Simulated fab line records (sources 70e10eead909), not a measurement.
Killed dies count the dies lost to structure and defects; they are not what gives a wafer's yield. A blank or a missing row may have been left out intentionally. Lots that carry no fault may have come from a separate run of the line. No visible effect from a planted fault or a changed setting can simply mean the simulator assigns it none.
A lot that was struck, set against a sound lot :: flow nand_harc :: 14 steps out of a route of 1159
Sound: these wafers, L539.4, L539.5, L539.6. Struck: wafers L552.1, L552.4, L552.6. Last of all comes the cause.
Per side, at each step with rows, come the tool, then ch with its chambers, and then its first start. Under that, the readings that differ: sound wafers :: struck wafers :: difference of the means :: sigmas: that difference in standard deviations of wafers without a fault.
alike: words and numbers the same on both sides, and readings whose means are apart by under 2 such deviations; not compared: readings that were withheld, readings missing a value for some wafer, numbers with overlapping values and no deviation given by the record, and bounds like >300 which may hide the same value.
The two part at a step that has a row with sigmas, a row that says differs or no value, or rows on one side only. When numbers do not overlap yet have no deviation, they are printed without sigmas and do not part them. A reading missing from all wafers of one side parts the sides only when that side holds two or more wafers.

first, 2 steps without rows for these wafers: NHARC_A_SOURCE_PLATE_CVD_03 (deposits poly-Si, target thk 200 nm, time 4000 s); NHARC_A_SOURCE_PLATE_ANNEAL_05 (time 1800 s).
NHARC_A_SOURCE_PLATE_THK_MEAS_06: measures by ellipsometry.
  sound: film_metro-01 at day 7 21:15; struck: film_metro-02 at day 11 11:36
  alike: thk_nm
NHARC_A_SOURCE_PLATE_INSPECT_08:
  sound: defect_inspect-01 at day 7 21:19; struck: defect_inspect-02 at day 11 11:40
  alike: raw_defect_count
then, no rows for these wafers at 1 step: NHARC_A_ONON_D1_DEP_00 (target thk 1000 nm).
NHARC_A_ONON_D1_THK_MEAS_02: measures by ellipsometry.
  sound: film_metro-01 at day 7 21:53; struck: film_metro-02 at day 11 12:14
  alike: thk_nm
then, no rows for these wafers at 1 step: NHARC_A_ONON_D1_DEP_03 (target thk 1000 nm).
NHARC_A_ONON_D1_THK_MEAS_05: measures by ellipsometry.
  sound: film_metro-01 at day 7 22:28; struck: film_metro-02 at day 11 12:48
  alike: thk_nm
then, no rows for these wafers at 1 step: NHARC_A_ONON_D1_DEP_06 (target thk 1000 nm).
NHARC_A_ONON_D1_THK_MEAS_08: measures by ellipsometry.
  sound: film_metro-02 at day 7 23:02; struck: film_metro-01 at day 11 13:22
reading: thk_nm (nm)
sound: 1030 1030 1029
struck: 1005 1005 1006
difference: -24
sigmas: -2
NHARC_A_ONON_D1_DEP_09: target thk 1000 nm.
  struck on pecvd_onon-01, day 11 13:26; sound on pecvd_onon-01 ch 0, day 7 23:15
  no value came back on the struck wafers for n2_flow_sccm (sccm), n2o_flow_sccm (sccm); on the sound wafers n2_flow_sccm (sccm) reads 2749 2747 2760
then, 2 steps without rows for these wafers: NHARC_A_ONON_D1_DEP_12 (target thk 1000 nm); NHARC_A_ONON_D1_ANNEAL_15 (time 3600 s).
-- break in the record here, with 12 days between the starts of the struck wafers on either side (left off in module A_ONON_D1, picked up again in module END, where the first step shown is number 1159 on the route) --
NHARC_END_SORT_01:
  here the record holds rows for the struck wafers (prober-01 ch 0, day 23 06:13) but none for the sound ones

## WHERE THEY PART
Earliest at NHARC_A_ONON_D1_THK_MEAS_08; latest, in this record, at NHARC_END_SORT_01.

WHY: the cause the simulator had injected
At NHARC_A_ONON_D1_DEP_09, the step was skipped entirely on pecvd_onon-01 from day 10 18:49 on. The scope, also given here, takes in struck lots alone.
